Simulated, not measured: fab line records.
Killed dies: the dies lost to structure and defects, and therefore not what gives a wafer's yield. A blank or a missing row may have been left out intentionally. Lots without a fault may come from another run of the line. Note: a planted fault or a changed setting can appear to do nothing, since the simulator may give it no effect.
Which of the tools did it? | flow nandHarc | Sampling: 24 lots, 72 wafers, 5 of 1302 route steps

## WHAT EACH GAUGE READ, for each wafer
NHARC_A_STAIRCASE_INSPECT_155.
lot  | measured     | on               | rawDefectCount
L074 | day 20 08:59 | defectInspect-02 | 419 381 479
L075 | day 20 09:17 | defectInspect-02 | 509 654 444
L076 | day 20 17:58 | defectInspect-02 | 476 358 633
L077 | day 21 00:04 | defectInspect-02 | 762 681 566
L078 | day 21 03:21 | defectInspect-02 | 349 243 403
L080 | day 21 19:01 | defectInspect-01 | 422 518 402
L079 | day 21 19:11 | defectInspect-02 | 557 880 278
L081 | day 22 09:31 | defectInspect-01 | 366 594 406
L082 | day 22 20:16 | defectInspect-02 | 470 265 558
L083 | day 23 07:46 | defectInspect-02 | 503 351 595
L084 | day 23 17:20 | defectInspect-02 | 331 363 342
L086 | day 23 17:51 | defectInspect-02 | 352 425 413
L085 | day 23 17:53 | defectInspect-01 | 297 317 343
L087 | day 24 10:50 | defectInspect-02 | 481 481 535
L088 | day 24 22:39 | defectInspect-02 | 557 593 379
L089 | day 25 08:03 | defectInspect-01 | 253 378 441
L091 | day 26 08:49 | defectInspect-01 | 285 371 338
L090 | day 26 09:04 | defectInspect-02 | 361 392 362
L094 | day 27 03:18 | defectInspect-01 | 357 420 337
L093 | day 27 03:27 | defectInspect-02 | 448 445 426
L092 | day 27 03:37 | defectInspect-01 | 289 381 446
L095 | day 28 08:02 | defectInspect-02 | 413 789 414
L096 | day 28 12:12 | defectInspect-02 | 317 449 635
L097 | day 29 04:02 | defectInspect-02 | 250 489 444

NHARC_A_SLIT_CD_MEAS_09 targets a cd of 300 nm.
lot  | measured     | on       | cdNm (nm)
L074 | day 20 22:17 | cdSem-02 | 299.6 299.8 299.7
L075 | day 20 22:08 | cdSem-01 | 299.9 299.7 299.9
L076 | day 21 06:44 | cdSem-03 | 300.6 300.1 300.3
L077 | day 21 15:19 | cdSem-03 | 299.9 300.3 300.5
L078 | day 21 19:04 | cdSem-01 | 300.3 300.0 299.8
L080 | day 22 07:52 | cdSem-01 | 300.3 299.4 300.6
L079 | day 22 08:04 | cdSem-02 | 300.0 299.9 300.0
L081 | day 22 21:50 | cdSem-03 | 300.4 300.2 300.1
L082 | day 23 09:57 | cdSem-03 | 300.3 300.3 300.0
L083 | day 23 20:18 | cdSem-02 | 301.1 300.5 300.4
L084 | day 24 09:58 | cdSem-02 | 300.7 300.0 300.4
L086 | day 24 09:13 | cdSem-01 | 300.2 300.1 300.4
L085 | day 24 13:35 | cdSem-02 | 299.5 300.1 300.1
L087 | day 25 01:58 | cdSem-01 | 299.7 299.6 299.5
L088 | day 25 11:17 | cdSem-01 | 300.2 299.7 300.2
L089 | day 25 20:27 | cdSem-02 | 300.0 299.9 300.0
L091 | day 27 03:33 | cdSem-02 | 300.3 301.0 300.4
L090 | day 27 02:08 | cdSem-01 | 300.0 299.9 299.8
L094 | day 27 15:41 | cdSem-03 | 300.8 300.5 300.8
L093 | day 27 16:05 | cdSem-03 | 299.3 300.0 299.5
L092 | day 27 15:50 | cdSem-02 | 300.2 299.7 300.3
L095 | day 28 20:10 | cdSem-01 | 299.4 299.9 300.6
L096 | day 29 01:48 | cdSem-03 | 300.0 299.7 300.1
L097 | day 29 16:20 | cdSem-01 | 300.0 299.9 299.5

## EACH LOT AND THE TOOL THAT RAN IT (in order: tool; ch and the chambers of the sampled wafers; start)
lot  | NHARC_A_STAIRCASE_DESCUM_443      | NHARC_A_STAIRCASE_CMP_450     | NHARC_A_SGD_CUT_ETCH_58
L074 | rieDiel-05 ch 0,2,3, day 20 01:52 | cmp-03 ch 1,2,3, day 20 07:10 | rieDiel-12 ch 1,2,3, day 20 10:03
L075 | rieDiel-06 ch 0,1,2, day 20 01:55 | cmp-04 ch 0,1,2, day 20 07:28 | rieDiel-10 ch 0,2,3, day 20 10:21
L076 | rieDiel-06 ch 0,3, day 20 09:44   | cmp-03 ch 0,1,2, day 20 16:03 | rieDiel-10 ch 2,3, day 20 19:01
L077 | rieDiel-05 ch 2,3, day 20 15:58   | cmp-03 ch 0,1,2, day 20 22:16 | rieDiel-01 ch 0,1,2, day 21 01:08
L078 | rieDiel-06 ch 0,1,3, day 20 20:16 | cmp-04 ch 0,1,3, day 21 01:34 | rieDiel-12 ch 0,1,3, day 21 04:25
L080 | rieDiel-05 ch 1,2, day 21 11:40   | cmp-01 ch 0,3, day 21 16:59   | rieDiel-12 ch 0,1,2, day 21 20:09
L079 | rieDiel-03 ch 0,1,2, day 21 12:05 | cmp-03 ch 0,3, day 21 17:20   | rieDiel-12 ch 0,1,2, day 21 20:11
L081 | rieDiel-05 ch 1,3, day 22 02:11   | cmp-04 ch 1,2, day 22 07:26   | rieDiel-10 ch 0,1,2, day 22 10:35
L082 | rieDiel-06 ch 1,2, day 22 12:15   | cmp-04 ch 1,3, day 22 18:29   | rieDiel-10 ch 0,3, day 22 21:20
L083 | rieDiel-05 ch 0,2, day 23 00:44   | cmp-04 ch 0,2,3, day 23 06:00 | rieDiel-10 ch 0,1,2, day 23 08:50
L084 | rieDiel-03 ch 0,2,3, day 23 10:11 | cmp-03 ch 0,3, day 23 15:31   | rieDiel-01 ch 1,3, day 23 18:17
L086 | rieDiel-05 ch 0,2,3, day 23 10:23 | cmp-04 ch 2,3, day 23 15:55   | rieDiel-01 ch 1,2, day 23 18:50
L085 | rieDiel-06 ch 0,2, day 23 10:32   | cmp-01 ch 1,2,3, day 23 15:56 | rieDiel-12 ch 0,3, day 23 18:51
L087 | rieDiel-03 ch 2,3, day 24 02:48   | cmp-01 ch 0,1,3, day 24 09:04 | rieDiel-10 ch 0,2, day 24 11:55
L088 | rieDiel-05 ch 0,1,2, day 24 15:32 | cmp-01 ch 0,2,3, day 24 20:52 | rieDiel-12 ch 0,1,2, day 24 23:35
L089 | rieDiel-03 ch 0,1,2, day 24 23:52 | cmp-01 ch 0,2,3, day 25 06:17 | rieDiel-10 ch 1,2, day 25 08:59
L091 | rieDiel-03 ch 0,1,2, day 26 01:37 | cmp-03 ch 0,1,3, day 26 06:53 | rieDiel-12 ch 0,1,3, day 26 09:55
L090 | rieDiel-05 ch 0,1, day 26 01:47   | cmp-04 ch 0,1, day 26 07:14   | rieDiel-10 ch 0,1,2, day 26 10:10
L094 | rieDiel-06 ch 0,1,2, day 26 20:04 | cmp-04 ch 0,1,2, day 27 01:22 | rieDiel-10 ch 2,3, day 27 04:22
L093 | rieDiel-05 ch 0,1,2, day 26 20:14 | cmp-01 ch 2,3, day 27 01:32   | rieDiel-01 ch 1,3, day 27 04:32
L092 | rieDiel-03 ch 0,1,2, day 26 20:27 | cmp-01 ch 0,1,3, day 27 01:43 | rieDiel-01 ch 0,1,3, day 27 04:50
L095 | rieDiel-05 ch 1,3, day 27 23:54   | cmp-01 ch 0,2,3, day 28 06:16 | rieDiel-10 ch 1,2,3, day 28 09:06
L096 | rieDiel-03 ch 1,3, day 28 05:04   | cmp-01 ch 0,2,3, day 28 10:21 | rieDiel-10 ch 0,2,3, day 28 13:08
L097 | rieDiel-03 ch 0,1, day 28 20:02   | cmp-01 ch 1,2, day 29 02:15   | rieDiel-12 ch 0,2, day 29 05:07
- NHARC_A_STAIRCASE_DESCUM_443: chemistry O2, time 3 s.
- NHARC_A_STAIRCASE_CMP_450: polishes SiO2, target thk 200 nm.
- NHARC_A_SGD_CUT_ETCH_58: etches the open film in CF4, target depth 39 nm, time 65 s.

## WHAT THE TOOLS THEMSELVES READ (means of the sampled wafers that have a number; where no wafer has one, the mark that the record gives instead)
NHARC_A_STAIRCASE_DESCUM_443.
lot  | tool       | chamberPressureMTorr (mTorr) | drypumpMotorCurrentA (A) | oesProductAu (a.u.) | rfVppV (V) | showerheadPlenumPTorr (Torr) | throttleValvePct (%)
L074 | rieDiel-05 | 60.00                        | 6.1                      | 1.009               | 57.6       | 1.88                         | 11.318
L075 | rieDiel-06 | 59.99                        | 6.0                      | 0.998               | 57.6       | 1.88                         | 11.313
L076 | rieDiel-06 | 60.03                        | 5.7                      | 0.997               | 58.0       | 1.82                         | 11.323
L077 | rieDiel-05 | 60.05                        | 6.4                      | 1.008               | 56.7       | 1.78                         | 11.304
L078 | rieDiel-06 | 60.03                        | 5.9                      | 1.002               | 57.4       | 1.82                         | 11.303
L080 | rieDiel-05 | 59.96                        | 5.5                      | 0.996               | 58.6       | 1.96                         | 11.312
L079 | rieDiel-03 | 60.03                        | 5.7                      | 0.993               | 57.3       | 1.86                         | 11.310
L081 | rieDiel-05 | 59.99                        | 5.9                      | 1.001               | 57.4       | 1.87                         | 11.307
L082 | rieDiel-06 | 60.00                        | 6.0                      | 0.995               | 58.0       | 1.91                         | 11.311
L083 | rieDiel-05 | 59.97                        | 6.1                      | 1.003               | 56.0       | 1.86                         | 11.312
L084 | rieDiel-03 | 60.07                        | 5.8                      | 1.008               | 56.6       | 1.85                         | 11.309
L086 | rieDiel-05 | 59.99                        | 6.0                      | 1.004               | 57.0       | 1.86                         | 11.302
L085 | rieDiel-06 | 59.96                        | 5.8                      | 0.994               | 58.1       | 1.91                         | 11.313
L087 | rieDiel-03 | 60.01                        | 5.9                      | 0.990               | 57.8       | 1.84                         | 11.309
L088 | rieDiel-05 | 60.05                        | 5.6                      | 1.000               | 59.0       | 1.95                         | 11.307
L089 | rieDiel-03 | 60.00                        | 5.8                      | 0.992               | 58.0       | 1.85                         | 11.313
L091 | rieDiel-03 | 60.01                        | 5.7                      | 0.996               | 58.4       | 1.85                         | 11.307
L090 | rieDiel-05 | 59.95                        | 5.3                      | 0.999               | 58.4       | 2.05                         | 11.303
L094 | rieDiel-06 | 60.03                        | 6.0                      | 1.002               | 57.7       | 1.86                         | 11.317
L093 | rieDiel-05 | 60.03                        | 5.6                      | 0.996               | 58.6       | 2.05                         | 11.314
L092 | rieDiel-03 | 59.98                        | 5.8                      | 1.002               | 56.5       | 1.84                         | 11.304
L095 | rieDiel-05 | 60.00                        | 5.4                      | 1.003               | 58.2       | 2.04                         | 11.303
L096 | rieDiel-03 | 60.01                        | 5.5                      | 1.007               | 57.2       | 1.89                         | 11.319
L097 | rieDiel-03 | 60.03                        | 5.5                      | 0.996               | 56.3       | 1.87                         | 11.310

NHARC_A_STAIRCASE_CMP_450.
lot  | tool   | motorCurrentA (A)
L074 | cmp-03 | 11.2
L075 | cmp-04 | 11.7
L076 | cmp-03 | 12.1
L077 | cmp-03 | 11.5
L078 | cmp-04 | 11.3
L080 | cmp-01 | 12.4
L079 | cmp-03 | 11.5
L081 | cmp-04 | 11.5
L082 | cmp-04 | 11.0
L083 | cmp-04 | 11.5
L084 | cmp-03 | 11.6
L086 | cmp-04 | 11.6
L085 | cmp-01 | 13.0
L087 | cmp-01 | 12.2
L088 | cmp-01 | 12.3
L089 | cmp-01 | 13.0
L091 | cmp-03 | 12.0
L090 | cmp-04 | 11.7
L094 | cmp-04 | 11.6
L093 | cmp-01 | 13.1
L092 | cmp-01 | 12.4
L095 | cmp-01 | 12.2
L096 | cmp-01 | 12.9
L097 | cmp-01 | 12.8

NHARC_A_SGD_CUT_ETCH_58.
lot  | tool       | chamberPressureMTorr (mTorr) | drypumpMotorCurrentA (A) | oesProductAu (a.u.) | rfVppV (V) | showerheadPlenumPTorr (Torr) | throttleValvePct (%)
L074 | rieDiel-12 | 50.03                        | 5.4                      | 0.985               | 151.4      | 1.80                         | 13.286
L075 | rieDiel-10 | 50.01                        | 6.2                      | 0.996               | 151.5      | 1.76                         | 13.290
L076 | rieDiel-10 | 49.97                        | 6.3                      | 1.010               | 151.3      | 1.76                         | 13.279
L077 | rieDiel-01 | 50.00                        | 5.8                      | 0.998               | 149.9      | 1.73                         | 13.286
L078 | rieDiel-12 | 50.00                        | 5.7                      | 0.994               | 152.4      | 1.83                         | 13.282
L080 | rieDiel-12 | 49.96                        | 5.4                      | 0.999               | 151.8      | 1.80                         | 13.282
L079 | rieDiel-12 | 49.99                        | 5.4                      | 0.998               | 151.0      | 1.80                         | 13.280
L081 | rieDiel-10 | 50.02                        | 5.9                      | 1.005               | 152.6      | 1.80                         | 13.280
L082 | rieDiel-10 | 50.02                        | 6.4                      | 0.996               | 151.1      | 1.74                         | 13.285
L083 | rieDiel-10 | 50.01                        | 5.8                      | 1.001               | 151.2      | 1.80                         | 13.280
L084 | rieDiel-01 | 49.98                        | 6.5                      | 0.992               | 151.3      | 1.78                         | 13.286
L086 | rieDiel-01 | 50.00                        | 6.0                      | 1.000               | 150.1      | 1.68                         | 13.281
L085 | rieDiel-12 | 50.02                        | 5.9                      | 0.992               | 151.8      | 1.85                         | 13.277
L087 | rieDiel-10 | 49.99                        | 6.0                      | 1.006               | 152.1      | 1.77                         | 13.278
L088 | rieDiel-12 | 49.99                        | 5.5                      | 0.999               | 151.6      | 1.80                         | 13.285
L089 | rieDiel-10 | 50.02                        | 6.0                      | 1.001               | 153.2      | 1.81                         | 13.287
L091 | rieDiel-12 | 49.95                        | 5.7                      | 0.992               | 151.4      | 1.83                         | 13.282
L090 | rieDiel-10 | 49.98                        | 5.9                      | 1.007               | 151.6      | 1.80                         | 13.284
L094 | rieDiel-10 | 49.97                        | 6.5                      | 1.004               | 151.1      | 1.75                         | 13.273
L093 | rieDiel-01 | 49.99                        | 6.5                      | 0.997               | 151.1      | 1.78                         | 13.285
L092 | rieDiel-01 | 49.99                        | 6.1                      | 1.004               | 151.4      | 1.80                         | 13.277
L095 | rieDiel-10 | 50.01                        | 6.2                      | 1.000               | 151.8      | 1.79                         | 13.279
L096 | rieDiel-10 | 49.97                        | 6.2                      | 1.002               | 150.6      | 1.75                         | 13.280
L097 | rieDiel-12 | 49.97                        | 5.5                      | 0.994               | 151.2      | 1.79                         | 13.287

## THE ANSWER, worked out from the rows above alone
Rule: what is usual is taken from the lots themselves. The widest of any qualifying gaps counts: lots, ordered by their means at a reading, are off when they make up no more than a third of the lots, leave a main group of 4 or more, and stand apart from it by 3 or more times the standard deviation of that group's means. A main group whose means are all the same, to the digits that the tables above print for the reading, isn't used. Also off: a lot with no number at a reading for which 4 or more lots have one. Any other lot the step has rows for is counted as sound. Order of review: gauges by route order, followed by the tools' own readings, for which a lot's mean as printed above is used. The first step at which some lot is off is used, and at that step the reading that is off furthest; a lot without a number counts as furthest.
Across all readings shown, no lot is off: no conclusion can be drawn from this.

## WHAT THE SIMULATOR HAD INSERTED
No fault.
